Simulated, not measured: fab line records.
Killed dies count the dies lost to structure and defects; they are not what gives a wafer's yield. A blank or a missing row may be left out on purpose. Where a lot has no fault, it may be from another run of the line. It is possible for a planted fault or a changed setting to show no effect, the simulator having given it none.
Chamber matching | flow nand harc | NHARC_A_M0_STRIP_18 on rie diel-04: 4 sister chambers
The step strips in N2/H2. 4 wafers are shown with their chamber, then 10 later ones without.

WAFERS WITH THEIR CHAMBER
wafer  | chamber | showerhead plenum p Torr (Torr)
L084.3 | 3       | 1.91
L083.6 | 0       | 2.01
L089.1 | 1       | 2.19
L089.3 | 2       | 2.04

WAFERS WHOSE CHAMBER IS MISSING
wafer  | showerhead plenum p Torr (Torr)
L089.4 | 2.01
L094.1 | 2.04
L094.2 | 1.91
L094.3 | 2.01
L091.2 | 1.91
L091.4 | 2.19
L091.5 | 2.04
L097.1 | 2.03
L097.4 | 2.19
L097.5 | 2.03

WHICH CHAMBER EACH ONE RAN IN
wafer  | from the rows above | in truth
L089.4 | 0                   | 0
L094.1 | 2                   | 2
L094.2 | 3                   | 3
L094.3 | 0                   | 0
L091.2 | 3                   | 3
L091.4 | 1                   | 1
L091.5 | 2                   | 2
L097.1 | 2                   | 2
L097.4 | 1                   | 1
L097.5 | 2                   | 2
Correct placement for 10 of the 10. Not placeable from these rows: 0. Placed wrongly: 0.
How it was worked out, from the rows above alone: a wafer's distance from a chamber is the root of the sum, over the readings, of the square of ((its reading less the chamber's mean) divided by the reading's scatter). The wafer belongs to the nearest chamber; if the next one is less than 2 further off, it can't be placed. The mean given for a chamber averages the wafers shown for that chamber. The scatter (one wafer shown for each chamber): square how far every hidden wafer sits from the nearest shown wafer, average those squares and take the square root.
